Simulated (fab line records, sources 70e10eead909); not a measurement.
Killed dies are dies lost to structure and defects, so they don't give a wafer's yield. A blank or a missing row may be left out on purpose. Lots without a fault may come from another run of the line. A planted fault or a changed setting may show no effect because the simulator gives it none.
fab line records | flow nand_harc
record lots=24 wafers=72 last_day=33
route steps=1302 shown P_GATE@216 P_CONTACT@218 P_M0@264 P_M1@305
lots that met no fault: from a run of the same line without faults
start_h: hours from the record's first day to the start of the lot's first wafer shown | wait_h: hours since the lot's step before | " the same as in the row above | L1.1+2: a row that stands for several wafers | - no value, or no start given | * or withheld: withheld | < > ~ a bound
route shown NAME@n: a module of which the file shows steps, and the number in the route of the first | usual: mean/standard deviation of fault-free wafers | same: alike in all rows | chamber/n: place in a boat | sites: the reading at each site | _std_site: their standard deviation | _edge_site: outer sites' mean less inner sites' | radius_mm: how far each site lies from the wafer's centre | mask NAME#n: copy n | behind: the tool/chamber that last shaped the wafer | hold: why the lot was held/for how many hours/how that ended | device: the transistor (n, p or np) that didn't switch | end of line: the same wafers' tests at the end of the route | a step without rows: its recipe alone | killed: dies lost to structure and defects at the first sort, not the wafer's yield | map: a wafer's dies, x killed, . not, _ none there
set.NAME: the setting as run; set.NAME@STEP: as run at that earlier step | model.NAME: the simulator's own value behind a step, which no gauge read
steps of the route over a sample of lots; a table a step, a row a wafer
services: from which hour (start_h, from the record's first day; less than 0 if before it) a tool's chamber was out of use, for how many hours, and why
## steps
# step NHARC_P_GATE_INSPECT_68
# usual raw_defect_count=199/89
# columns lot.wafer tool chamber start_h wait_h raw_defect_count
L074.1 defect_inspect-02 - 112.36 0.2 151
L074.3 " - " " 184
L074.4 " - " " 172
L075.3 defect_inspect-01 - 126.86 0.1 232
L075.4 " - " " 228
L075.6 " - " " 184
L077.1 defect_inspect-02 - 141.68 0.2 162
L077.2 " - " " 155
L077.5 " - " " 128
L076.1 defect_inspect-01 - 142.55 0.2 174
L076.2 " - " " 197
L076.3 " - " " 142
L078.2 defect_inspect-02 - 167.98 0.1 169
L078.3 " - " " 111
L078.6 " - " " 111
L079.2 defect_inspect-02 - 168.76 0.1 504
L079.3 " - " " 479
L079.5 " - " " 296
L080.1 defect_inspect-02 - 178.23 0.2 242
L080.3 " - " " 203
L080.6 " - " " 181
L081.1 defect_inspect-02 - 184.56 0.2 134
L081.3 " - " " 128
L081.5 " - " " 127
L083.2 defect_inspect-02 - 201.96 0.1 116
L083.4 " - " " 267
L083.5 " - " " 271
L082.1 defect_inspect-01 - 203.06 0.2 187
L082.4 " - " " 339
L082.5 " - " " 202
L084.1 defect_inspect-01 - 223.89 0.2 262
L084.3 " - " " 156
L084.4 " - " " 327
L085.2 defect_inspect-02 - 228.08 0.1 172
L085.3 " - " " 205
L085.4 " - " " 309
L086.1 defect_inspect-01 - 260.33 0.2 131
L086.4 " - " " 82
L086.5 " - " " 135
L089.2 defect_inspect-01 - 261.04 0.1 139
L089.5 " - " " 361
L089.6 " - " " 177
L088.1 defect_inspect-01 - 261.52 0.2 122
L088.3 " - " " 163
L088.5 " - " " 154
L087.1 defect_inspect-02 - 266.49 0.2 173
L087.2 " - " " 307
L087.3 " - " " 379
L090.1 defect_inspect-02 - 286.05 0.2 311
L090.4 " - " " 165
L090.5 " - " " 195
L091.2 defect_inspect-02 - 288.04 0.1 189
L091.5 " - " " 163
L091.6 " - " " 128
L092.3 defect_inspect-01 - 301.27 0.1 214
L092.5 " - " " 126
L092.6 " - " " 140
L093.1 defect_inspect-02 - 313.22 0.2 140
L093.2 " - " " 122
L093.3 " - " " 214
L094.1 defect_inspect-01 - 324.18 0.2 170
L094.2 " - " " 90
L094.3 " - " " 131
L096.2 defect_inspect-02 - 332.02 0.1 250
L096.4 " - " " 140
L096.5 " - " " 210
L095.2 defect_inspect-02 - 332.78 0.1 219
L095.4 " - " " 178
L095.5 " - " " 205
L097.1 defect_inspect-02 - 344.25 0.2 156
L097.5 " - " " 79
L097.6 " - " " 215
# step NHARC_P_CONTACT_DEP_00
# recipe target_thk_a=5000 temp_c=400 pressure_torr=6.5 rf_w=900 teos_flow_sccm=161.4 flow_sccm=2650 target_thk_nm=500 gas=O2 material=SiO2
# usual heater_power_w=496/71 throttle_valve_pct=16.2/0.46
# columns lot.wafer tool chamber start_h wait_h heater_power_w throttle_valve_pct
L074.1 pecvd-04 0 - - 449 16.6
L074.3 " 2 " " 494 15.8
L074.4 " 2 " " 510 16.1
L075.3 pecvd-02 1 - - 431 15.8
L075.4 " 2 " " 537 15.8
L075.6 " 0 " " 476 16.6
L077.2 pecvd-02 2 - - 576 15.5
L077.1 " 0 " " 465 17.1
L077.5 " 1 " " 434 16.1
L076.3 pecvd-02 1 - - 441 15.9
L076.1 " 2 " " 561 15.8
L076.2 " 0 " " 466 16.8
L078.2 pecvd-02 0 - - 464 16.8
L078.3 " 2 " " 507 16.0
L078.6 " 2 " " 552 15.6
L079.2 pecvd-04 2 - - 480 16.4
L079.3 " 1 " " 512 16.4
L079.5 " 1 " " 393 16.2
L080.1 pecvd-02 1 - - 417 16.1
L080.3 " 2 " " 505 15.8
L080.6 " 0 " " 498 17.1
L081.3 pecvd-04 1 - - 517 16.4
L081.1 " 2 " " 511 16.1
L081.5 " 0 " " 545 16.8
L083.2 pecvd-01 2 - - 571 15.5
L083.4 " 1 " " 528 15.4
L083.5 " 2 " " 599 15.4
L082.1 pecvd-04 2 - - 501 16.3
L082.5 " 1 " " 452 16.5
L082.4 " 0 " " 468 16.9
L084.1 pecvd-02 0 - - 467 16.8
L084.3 " 1 " " 400 16.4
L084.4 " 2 " " 461 16.0
L085.2 pecvd-01 0 - - 553 16.0
L085.3 " 1 " " 565 15.4
L085.4 " 2 " " 641 15.5
L086.1 pecvd-02 1 - - 439 15.9
L086.4 " 0 " " 518 16.7
L086.5 " 1 " " 449 15.5
L089.2 pecvd-04 0 - - 536 17.2
L089.5 " 2 " " 528 16.5
L089.6 " 0 " " 410 16.9
L088.3 pecvd-02 2 - - 568 15.7
L088.1 " 0 " " 500 16.5
L088.5 " 0 " " 523 16.4
L087.1 pecvd-04 1 - - 455 16.5
L087.3 " 2 " " 543 16.4
L087.2 " 0 " " 547 17.2
L090.1 pecvd-04 1 - - 455 16.2
L090.4 " 2 " " 471 16.1
L090.5 " 0 " " 552 16.7
L091.2 pecvd-02 1 - - 368 16.1
L091.6 " 0 " " 536 16.4
L091.5 " 1 " " 394 15.6
L092.3 pecvd-02 0 - - 485 16.3
L092.5 " 1 " " 376 15.7
L092.6 " 2 " " 666 15.5
L093.1 pecvd-04 2 - - 423 16.2
L093.2 " 0 " " 559 16.5
L093.3 " 1 " " 497 16.3
L094.3 pecvd-04 1 - - 409 16.4
L094.2 " 2 " " 486 16.4
L094.1 " 0 " " 528 16.6
L096.2 pecvd-04 2 - - 481 16.4
L096.5 " 2 " " 507 16.4
L096.4 " 1 " " 465 16.1
L095.2 pecvd-04 1 - - 485 16.3
L095.4 " 0 " " 527 16.4
L095.5 " 2 " " 406 16.1
L097.1 pecvd-02 0 - - 524 16.9
L097.6 " 2 " " 656 15.6
L097.5 " 0 " " 407 16.4
# step NHARC_P_CONTACT_ETCH_36
# recipe target_depth_a=2600 over_etch_frac=0.25 time_s=406.25 ion_energy_ev=200 n2_flow_sccm=150 h2_flow_sccm=150 ar_flow_sccm=0 rf_w=400 bias_w=150 chemistry=N2/H2
# usual drypump_motor_current_A=5.7/0.49 oes_product_au=0.999/0.0071 rf_vpp_V=430.4/2.6 showerhead_plenum_p_Torr=2.04/0.092 throttle_valve_pct=14.170/0.0093
# columns lot.wafer tool chamber start_h wait_h drypump_motor_current_A oes_product_au rf_hours_counter_h rf_vpp_V showerhead_plenum_p_Torr throttle_valve_pct
L074.1 rie_diel-11 1 - - 5.4 0.990 1.4 427.1 1.93 14.175
L074.3 " 2 " " 6.3 1.002 1.4 432.3 2.12 14.170
L074.4 " 3 " " 4.9 0.989 - 433.9 2.15 14.190
L075.3 rie_diel-10 0 129.03 0.2 6.2 0.994 - 432.7 2.16 14.172
L075.4 " 2 " " 5.6 0.994 - 427.4 1.93 14.169
L075.6 " 0 " " 6.2 1.014 - 434.6 2.16 14.179
L077.1 rie_diel-11 0 - - 6.6 1.000 0.6 429.3 2.01 14.171
L077.2 " 1 " " 5.4 1.001 2.3 426.5 1.93 14.163
L077.5 " 3 " " 4.9 1.005 - 434.0 2.15 14.179
L076.2 rie_diel-06 0 - - 5.4 0.998 0.3 427.8 1.96 14.155
L076.3 " 1 " " 5.8 0.999 0.2 426.1 1.91 14.174
L076.1 " 2 " " 5.4 1.006 0.3 432.7 2.13 14.171
L078.2 rie_diel-11 1 - - 5.4 0.997 3.2 428.5 1.93 14.181
L078.3 " 2 " " 6.3 1.004 3.2 431.6 2.12 14.155
L078.6 " 0 " " 6.6 0.991 - 429.3 2.01 14.161
L079.3 rie_diel-10 1 - - 5.4 1.003 5.7 432.1 2.12 14.168
L079.2 " 2 " " 5.6 0.998 7.2 429.0 1.93 14.175
L079.5 " 3 " " 5.9 1.009 - 431.7 2.10 14.177
L080.3 rie_diel-11 0 - - 6.6 0.994 1.8 428.3 2.01 14.154
L080.1 " 1 " " 5.4 1.008 3.6 427.5 1.93 14.175
L080.6 " 2 " " 6.3 1.008 - 431.3 2.12 14.157
L081.1 rie_diel-11 3 - - 4.9 0.995 3.8 432.4 2.15 14.174
L081.3 " 0 " " 6.6 0.996 2.1 430.1 2.01 14.160
L081.5 " 3 " " 4.9 0.997 - 434.0 2.15 14.182
L083.2 rie_diel-10 1 - - 5.4 0.987 8.8 430.9 2.12 14.188
L083.5 " 0 " " 6.2 0.999 - 432.7 2.16 14.177
L083.4 " 3 " " 5.9 1.011 - 430.8 2.10 14.171
L082.1 rie_diel-06 3 - - 5.6 1.002 1.3 429.7 2.04 14.167
L082.4 " 1 " " 5.8 0.991 - 425.3 1.90 14.161
L082.5 " 3 " " 5.6 1.002 - 429.7 2.04 14.157
L084.4 rie_diel-10 2 - - 5.6 0.986 10.6 427.9 1.93 14.178
L084.3 " 3 " " 5.9 0.999 10.4 431.4 2.09 14.175
L084.1 " 1 " " 5.4 0.992 10.9 433.0 2.11 14.169
L085.3 rie_diel-06 0 - - 5.4 0.997 2.3 427.9 1.96 14.175
L085.4 " 2 " " 5.4 0.997 1.6 433.2 2.13 14.168
L085.2 " 3 " " 5.6 0.999 2.1 430.5 2.04 14.180
L086.4 rie_diel-06 0 - - 5.4 0.990 3.1 427.5 1.96 14.176
L086.1 " 1 " " 5.8 0.984 3.0 426.6 1.90 14.191
L086.5 " 2 " " 5.4 1.000 - 431.7 2.13 14.152
L089.2 rie_diel-10 2 - - 5.6 0.991 0.9 427.8 1.93 14.171
L089.6 " 1 " " 5.4 0.989 - 433.5 2.11 14.183
L089.5 " 2 " " 5.6 0.985 - 427.3 1.93 14.143
L088.3 rie_diel-06 0 - - 5.4 1.002 3.5 427.9 1.96 14.178
L088.1 " 2 " " 5.4 0.999 2.6 433.5 2.13 14.140
L088.5 " 0 " " 5.4 1.005 - 429.2 1.96 14.164
L087.2 rie_diel-10 3 - - 5.9 0.994 1.4 431.5 2.09 14.175
L087.1 " 0 " " 6.2 0.984 1.6 434.2 2.16 14.161
L087.3 " 1 " " 5.4 0.989 1.6 431.3 2.11 14.162
L090.1 rie_diel-10 0 - - 6.2 1.006 2.5 433.4 2.16 14.170
L090.4 " 2 " " 5.6 0.988 2.2 426.4 1.93 14.180
L090.5 " 0 " " 6.2 1.003 - 432.8 2.16 14.167
L091.2 rie_diel-06 1 - - 5.8 0.995 3.9 426.3 1.90 14.189
L091.5 " 0 " " 5.4 1.005 - 427.4 1.96 14.174
L091.6 " 1 " " 5.8 0.999 - 427.4 1.90 14.177
L092.3 rie_diel-11 3 - - 4.9 1.010 0.7 433.2 2.15 14.170
L092.6 " 1 " " 5.4 1.006 - 427.9 1.93 14.160
L092.5 " 2 " " 6.3 1.000 - 431.2 2.12 14.149
L093.3 rie_diel-11 1 - - 5.4 1.004 1.6 427.0 1.93 14.173
L093.1 " 2 " " 6.4 0.999 1.6 431.9 2.12 14.169
L093.2 " 3 " " 4.9 1.002 1.3 432.7 2.15 14.167
L094.3 rie_diel-11 3 - - 4.9 0.989 1.7 433.6 2.15 14.180
L094.1 " 0 " " 6.6 0.998 2.0 429.2 2.00 14.159
L094.2 " 1 " " 5.4 0.996 2.4 427.5 1.92 14.160
L096.4 rie_diel-06 2 - - 5.4 0.997 0.4 433.6 2.13 14.161
L096.2 " 0 " " 5.4 0.998 0.5 428.5 1.96 14.165
L096.5 " 2 " " 5.4 1.001 - 431.9 2.13 14.158
L095.4 rie_diel-11 2 - - 6.3 0.998 2.5 432.9 2.11 14.168
L095.2 " 3 " " 4.9 1.003 2.2 432.8 2.15 14.181
L095.5 " 1 " " 5.4 1.005 - 426.5 1.92 14.166
L097.1 rie_diel-11 0 - - 6.6 0.991 2.7 429.6 2.00 14.177
L097.6 " 0 " " 6.6 1.001 - 429.8 2.00 14.156
L097.5 " 1 " " 5.4 1.002 - 428.1 1.92 14.174
# step NHARC_P_M0_OVL_MEAS_10
# recipe pitch_nm=180
# usual overlay_x_nm=0.4/0.92 overlay_y_nm=0.1/0.79
# columns lot.wafer tool chamber start_h wait_h overlay_x_nm overlay_y_nm
L074.1 overlay-01 - 118.27 - 1.1 1.6
L074.3 " - " " 1.1 1.3
L074.4 " - " " 1.8 1.5
L075.3 overlay-02 - 133.14 - -0.1 0.5
L075.4 " - " " -0.4 1.0
L075.6 " - " " -0.4 0.8
L077.1 overlay-01 - 147.53 - -2.5 0.8
L077.2 " - " " -1.2 0.5
L077.5 " - " " -2.1 1.6
L076.1 overlay-02 - 148.81 - 1.0 0.0
L076.2 " - " " 1.1 0.2
L076.3 " - " " 0.9 0.6
L078.2 overlay-01 - 173.65 - 0.3 0.6
L078.3 " - " " 0.6 0.7
L078.6 " - " " 0.0 0.9
L079.2 overlay-01 - 174.63 - -1.0 1.1
L079.3 " - " " -1.4 1.1
L079.5 " - " " -0.9 1.0
L080.1 overlay-01 - 183.98 - 2.0 -0.1
L080.3 " - " " 2.2 -0.4
L080.6 " - " " 2.2 -0.4
L081.1 overlay-01 - 190.49 - 0.9 -0.1
L081.3 " - " " 0.2 0.2
L081.5 " - " " 0.5 0.5
L083.2 overlay-01 - 208.26 - 0.3 -0.1
L083.4 " - " " 0.0 0.4
L083.5 " - " " -0.9 0.3
L082.1 overlay-01 - 208.97 - 1.3 1.5
L082.4 " - " " 1.2 1.1
L082.5 " - " " 1.2 1.3
L084.1 overlay-02 - 229.68 - 0.0 -0.5
L084.3 " - " " -0.3 -0.2
L084.4 " - " " 0.1 0.0
L085.2 overlay-02 - 233.97 - 0.7 -0.2
L085.3 " - " " 1.2 -0.2
L085.4 " - " " 1.3 -0.6
L086.1 overlay-01 - 265.95 - 0.6 -0.6
L086.4 " - " " 0.8 -0.8
L086.5 " - " " 0.9 -0.9
L089.2 overlay-01 - 266.92 - 0.9 -1.0
L089.5 " - " " 1.2 -0.7
L089.6 " - " " 1.1 -1.3
L088.1 overlay-01 - 267.92 - 0.2 0.8
L088.3 " - " " 0.6 0.2
L088.5 " - " " 0.4 0.3
L087.1 overlay-01 - 273.58 - 0.4 -1.6
L087.2 " - " " 0.3 -1.4
L087.3 " - " " 0.5 -1.0
L090.1 overlay-02 - 291.94 - 0.0 -0.2
L090.4 " - " " 0.4 -0.6
L090.5 " - " " 0.5 -1.0
L091.2 overlay-02 - 294.03 - 0.4 -1.4
L091.5 " - " " 0.2 -0.9
L091.6 " - " " 0.0 -1.2
L092.3 overlay-02 - 307.16 - 1.4 -0.5
L092.5 " - " " 1.0 0.1
L092.6 " - " " 1.0 -0.7
L093.1 overlay-02 - 319.09 - 0.8 0.3
L093.2 " - " " 1.0 1.0
L093.3 " - " " 1.1 0.5
L094.1 overlay-02 - 330.11 - -0.6 0.7
L094.2 " - " " -0.6 0.7
L094.3 " - " " -0.4 0.5
L096.2 overlay-02 - 337.75 - -0.2 -0.1
L096.4 " - " " 0.1 -0.6
L096.5 " - " " 0.3 -0.4
L095.2 overlay-02 - 338.37 - -0.9 0.2
L095.4 " - " " 0.0 0.6
L095.5 " - " " -0.8 -0.6
L097.1 overlay-02 - 350.16 - -0.3 0.2
L097.5 " - " " -0.5 -0.2
L097.6 " - " " -0.9 0.0
# step NHARC_P_M0_INSPECT_11
# usual raw_defect_count=4.3/2.6
# columns lot.wafer tool chamber start_h wait_h raw_defect_count
L074.1 defect_inspect-01 - 118.31 0.0 6
L074.3 " - " " 1
L074.4 " - " " 2
L075.3 defect_inspect-01 - 133.18 0.0 5
L075.4 " - " " 7
L075.6 " - " " 2
L077.1 defect_inspect-02 - 147.57 0.0 3
L077.2 " - " " 1
L077.5 " - " " 1
L076.1 defect_inspect-01 - 148.84 0.0 10
L076.2 " - " " 9
L076.3 " - " " 7
L078.2 defect_inspect-02 - 173.69 0.0 8
L078.3 " - " " 5
L078.6 " - " " 3
L079.2 defect_inspect-01 - 174.66 0.0 0
L079.3 " - " " 7
L079.5 " - " " 5
L080.1 defect_inspect-01 - 184.01 0.0 8
L080.3 " - " " 3
L080.6 " - " " 4
L081.1 defect_inspect-01 - 190.54 0.1 2
L081.3 " - " " 6
L081.5 " - " " 6
L083.2 defect_inspect-01 - 208.29 0.0 1
L083.4 " - " " 3
L083.5 " - " " 2
L082.1 defect_inspect-02 - 209.01 0.0 4
L082.4 " - " " 3
L082.5 " - " " 3
L084.1 defect_inspect-02 - 229.72 0.0 2
L084.3 " - " " 3
L084.4 " - " " 2
L085.2 defect_inspect-01 - 234.01 0.0 3
L085.3 " - " " 4
L085.4 " - " " 4
L086.1 defect_inspect-01 - 265.99 0.0 5
L086.4 " - " " 3
L086.5 " - " " 9
L089.2 defect_inspect-02 - 266.96 0.0 4
L089.5 " - " " 7
L089.6 " - " " 11
L088.1 defect_inspect-02 - 267.96 0.0 7
L088.3 " - " " 3
L088.5 " - " " 2
L087.1 defect_inspect-01 - 273.61 0.0 7
L087.2 " - " " 9
L087.3 " - " " 3
L090.1 defect_inspect-01 - 291.98 0.0 8
L090.4 " - " " 5
L090.5 " - " " 2
L091.2 defect_inspect-02 - 294.07 0.0 1
L091.5 " - " " 3
L091.6 " - " " 2
L092.3 defect_inspect-02 - 307.20 0.0 4
L092.5 " - " " 1
L092.6 " - " " 2
L093.1 defect_inspect-01 - 319.13 0.0 3
L093.2 " - " " 4
L093.3 " - " " 8
L094.1 defect_inspect-01 - 330.15 0.0 2
L094.2 " - " " 3
L094.3 " - " " 5
L096.2 defect_inspect-02 - 337.79 0.0 4
L096.4 " - " " 4
L096.5 " - " " 3
L095.2 defect_inspect-01 - 338.41 0.0 2
L095.4 " - " " 3
L095.5 " - " " 7
L097.1 defect_inspect-01 - 350.20 0.0 5
L097.5 " - " " 3
L097.6 " - " " 3
# step NHARC_P_M1_DEGAS_29
# recipe temp_c=250 time_s=60
# usual heater_power_w=347/36
# columns lot.wafer tool chamber start_h wait_h heater_power_w
L074.1 pvd_sputter-03 - 123.32 - 285
L074.3 " - " " 331
L074.4 " - " " 286
L075.3 pvd_sputter-02 - 138.34 - 402
L075.4 " - " " 329
L075.6 " - " " 397
L077.2 pvd_sputter-02 - 152.57 - 345
L077.1 " - " " 392
L077.5 " - " " 325
L076.1 pvd_sputter-01 - 153.97 - 338
L076.3 " - " " 390
L076.2 " - " " 324
L078.2 pvd_sputter-02 - 178.84 - 403
L078.3 " - " " 347
L078.6 " - " " 329
L079.2 pvd_sputter-02 - 180.02 - 349
L079.3 " - " " 316
L079.5 " - " " 319
L080.3 pvd_sputter-01 - 189.20 - 385
L080.1 " - " " 334
L080.6 " - " " 381
L081.1 pvd_sputter-02 - 195.74 - 326
L081.3 " - " " 398
L081.5 " - " " 321
L083.4 pvd_sputter-01 - 213.36 - 328
L083.2 " - " " 384
L083.5 " - " " 321
L082.1 pvd_sputter-02 - 214.12 - 320
L082.4 " - " " 327
L082.5 " - " " 348
L084.1 pvd_sputter-03 - 235.12 - 327
L084.3 " - " " 345
L084.4 " - " " 291
L085.2 pvd_sputter-02 - 239.35 - 351
L085.4 " - " " 324
L085.3 " - " " 321
L086.1 pvd_sputter-02 - 271.24 - 325
L086.4 " - " " 317
L086.5 " - " " 314
L089.2 pvd_sputter-01 - 272.22 - 405
L089.5 " - " " 355
L089.6 " - " " 404
L088.1 pvd_sputter-01 - 273.25 - 383
L088.3 " - " " 355
L088.5 " - " " 392
L087.1 pvd_sputter-01 - 280.27 - 400
L087.3 " - " " 333
L087.2 " - " " 353
L090.4 pvd_sputter-01 - 297.19 - 339
L090.1 " - " " 352
L090.5 " - " " 394
L091.2 pvd_sputter-03 - 299.33 - 284
L091.5 " - " " 306
L091.6 " - " " 343
L092.3 pvd_sputter-02 - 312.88 - 296
L092.6 " - " " 295
L092.5 " - " " 339
L093.1 pvd_sputter-03 - 324.54 - 298
L093.3 " - " " 319
L093.2 " - " " 346
L094.3 pvd_sputter-02 - 335.42 - 389
L094.1 " - " " 357
L094.2 " - " " 355
L096.2 pvd_sputter-02 - 342.86 - 351
L096.4 " - " " 339
L096.5 " - " " 300
L095.2 pvd_sputter-03 - 343.81 - 299
L095.4 " - " " 339
L095.5 " - " " 306
L097.1 pvd_sputter-01 - 355.23 - 353
L097.5 " - " " 399
L097.6 " - " " 336
## services
# columns tool chamber start_h hours kind
rie_diel-11 0 91.68 25.8 repair
rie_diel-06 - 98.67 0.6 repair
pvd_sputter-02 - 104.00 10.0 pm
rie_diel-10 1 126.82 4.6 repair
rie_diel-10 3 128.06 3.2 repair
rie_diel-06 - 130.20 9.0 pm
pvd_sputter-01 - 131.67 8.5 repair
rie_diel-11 1 155.79 2.1 repair
pecvd-02 - 161.61 1.2 repair
pecvd-02 - 175.42 1.7 repair
rie_diel-10 2 176.43 4.4 repair
rie_diel-10 3 190.67 5.9 repair
rie_diel-10 2 200.29 5.1 repair
pecvd-04 - 224.24 1.5 repair
pecvd-02 - 227.00 13.0 pm
pvd_sputter-01 - 230.00 10.0 pm
pecvd-04 0 235.60 22.7 repair
pecvd-04 1 243.08 8.4 repair
rie_diel-11 - 255.50 9.0 pm
pvd_sputter-01 - 255.87 1.7 repair
pvd_sputter-02 - 263.65 2.4 repair
pecvd-04 - 269.02 13.0 pm
pvd_sputter-02 - 282.00 10.0 pm
pvd_sputter-01 - 309.50 5.4 repair
## key
fault none
